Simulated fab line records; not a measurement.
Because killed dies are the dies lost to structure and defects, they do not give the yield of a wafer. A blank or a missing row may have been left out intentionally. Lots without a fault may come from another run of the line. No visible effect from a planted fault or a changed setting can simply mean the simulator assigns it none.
Comparing a struck lot with a sound one | flow n5_finfet | 15 out of 1938 route steps
Sound: wafers L820.2, L820.5, L820.6. Struck: wafer L824.2 (L824.3, L824.4, from the same lot, were not struck and are left out); the cause is given at the end.
At each step with rows: each side's tool, then ch and its chambers, then its first start. Under that, the readings that differ: sound wafers | struck wafers | difference of the means | sigmas: that difference in standard deviations of wafers without a fault.
alike: same words and numbers on both sides, and readings whose means sit less than 2 such deviations apart. not compared: any withheld reading, any reading some wafer has no value for, any bound like >300 that may hide the same value, and any number with overlapping values for which the record gives no deviation.
Wherever a step has rows on one side only, a row that says differs or no value, or a row with sigmas, the two part there. Numbers that don't overlap but have no deviation are shown without sigmas and don't part them. Lack of a reading on every wafer of one side parts them only where that side has two or more wafers.

N5_MOL_CONTACT_COAG_STRIP_98: strips in N2/H2.
  sound on rie_diel-01 ch 2,3, day 5 07:03; struck on rie_diel-01 ch 0, day 6 10:02
  alike: bias_power_w, drypump_motor_current_A, oes_product_au, rf_vpp_V, showerhead_plenum_p_Torr, temp_c, throttle_valve_pct
  not compared: rf_hours_counter_h
N5_MOL_CONTACT_COAG_CD_MEAS_99: target cd 17.2 nm.
  struck on cd_sem-03, day 6 10:06; sound on cd_sem-03, day 5 07:07
  alike: cd_nm
then, 4 steps without rows for these wafers: N5_MOL_CONTACT_COAG_IMPLANT_129; N5_MOL_CONTACT_COAG_PRECLEAN_111 (cleans in NF3:NH3, afs cycles 1, time 20 s, sublimation time 60 s); N5_MOL_CONTACT_COAG_TI_SIL_19 (material Ti, target thk 4.2 nm, time 15 s); N5_MOL_CONTACT_COAG_ALD_20 (deposits TiN, target thk 1.5 nm, pulse time 1 s, purge time 3 s).
N5_MOL_CONTACT_COAG_SIL_ANNEAL_21: time 60 s.
  sound on rtp_anneal-02 ch 0, day 5 09:08; struck on rtp_anneal-02 ch 0, day 6 11:51
  alike: lamp_power_pct, lamp_zone_4_pct, wafer_temp_C_max
N5_MOL_CONTACT_COAG_PRE_CLEAN_141: time 60 s.
  struck on pvd_sputter-03, day 6 12:11; sound on pvd_sputter-01, day 5 10:38
  alike: heater_power_w
N5_MOL_CONTACT_COAG_SPUTTER_143: material Co, target thk 2.5 nm.
  struck on pvd_sputter-03, day 6 12:15; sound on pvd_sputter-01, day 5 10:42
  reading                | sound             | struck | difference | sigmas
  substrate_temp_c (C)   | 25.02 25.17 25.17 | 24.87  | -0.25      | -2
  throttle_valve_pct (%) | 29.4 29.3 28.0    | 31.7   | +2.8       | +2
then, 2 steps without rows for these wafers: N5_MOL_CONTACT_COAG_CO_FILL_22 (material Co, precursor CCTBA/H2, target thk 20 nm); N5_MOL_CONTACT_COAG_ANNEAL_113 (time 300 s).
N5_MOL_CONTACT_COAG_PRE_CLEAN_142: time 60 s.
  struck on pvd_sputter-03, day 6 14:24; sound on pvd_sputter-03, day 5 13:47
  alike: heater_power_w
N5_MOL_CONTACT_COAG_SPUTTER_130: material Co, target thk 47.5 nm.
  struck on pvd_sputter-03, day 6 14:28; sound on pvd_sputter-03, day 5 13:51
  reading                                              | sound                | struck | difference | sigmas
  cathode_dc_power_W (W)                               | 2999.9 3001.2 2999.0 | 2756.6 | -243.4     | -99 or more
  model.Co_of_MOL_CONTACT_COAG_SPUTTER_130.thk_nm (nm) | 47.4 47.8 47.2       | 43.6   | -3.9       |
  alike: substrate_temp_c, throttle_valve_pct
then, 1 step without rows for these wafers: N5_MOL_CONTACT_COAG_PRECLEAN_125 (cleans in DIW, time 57.5 s).
-- record jumps: 3 days separate the struck wafers' starts on either side; left off in module MOL_CONTACT_COAG, taken up again in module BEOL_M4, whose first shown step is the route's number 1111 --
N5_BEOL_M4_RC_MEAS_101:
  sound on prober-02 ch 0, day 8 08:52; struck on prober-02 ch 0, day 9 07:51
  alike: DIBL_N, DIBL_P, IOFF_N, IOFF_P, ION_N, ION_P, SS_N, SS_P, VT_N, VT_P

## WHERE THEY PART
Last at N5_MOL_CONTACT_COAG_SPUTTER_130 as far as this record goes, first at N5_MOL_CONTACT_COAG_SPUTTER_143. Later steps at which nothing parts them and some readings are alike: N5_BEOL_M4_RC_MEAS_101.

WHY: what had been put in by the simulator
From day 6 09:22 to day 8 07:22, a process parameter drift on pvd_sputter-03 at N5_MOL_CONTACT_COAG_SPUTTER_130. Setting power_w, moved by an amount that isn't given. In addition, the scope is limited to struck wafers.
